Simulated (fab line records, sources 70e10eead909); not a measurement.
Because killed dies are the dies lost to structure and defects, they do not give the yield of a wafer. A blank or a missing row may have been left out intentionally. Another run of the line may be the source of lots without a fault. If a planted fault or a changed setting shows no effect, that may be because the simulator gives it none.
The tool behind it: which one?	flow nandHarc	at 1 step of a route of 1159, 6 lots with 18 wafers sampled

WHAT THE GAUGES SHOWED, per wafer
NHARC_A_ONON_D1_THK_MEAS_05: measures by ellipsometry.
lot	measured	on	thkNm (nm)
L531	day 8 05:20	filmMetro-02	999 996 998
L543	day 10 19:01	filmMetro-02	996 994 996
L545	day 11 14:26	filmMetro-02	1004 1004 1004
L547	day 11 22:46	filmMetro-02	999 1000 1000
L548	day 12 08:36	filmMetro-02	994 993 994
L551	day 13 01:27	filmMetro-02	990 989 990

EACH LOT AND THE TOOL THAT RAN IT (in order: tool; ch and the chambers of the sampled wafers; start)
The record shows no process step preceding these readings.

THE ANSWER, worked out from the rows above alone
Rule: the lots themselves supply what counts as usual. Put in order of their means at a reading, lots are off if they are a third of the lots or fewer, leave a main group of 4 or more, and stand apart from it by a gap of 3 or more times the standard deviation of the main group's means; of several such gaps the widest counts. Not used: any main group whose means are identical at the precision the tables above print for the reading. Also off: a lot with no number at a reading for which 4 or more lots have one. The other lots that the step has rows for count as sound.
No lot is off on any of the readings shown, so nothing can be concluded from this.

WHAT THE SIMULATOR HAD PUT IN
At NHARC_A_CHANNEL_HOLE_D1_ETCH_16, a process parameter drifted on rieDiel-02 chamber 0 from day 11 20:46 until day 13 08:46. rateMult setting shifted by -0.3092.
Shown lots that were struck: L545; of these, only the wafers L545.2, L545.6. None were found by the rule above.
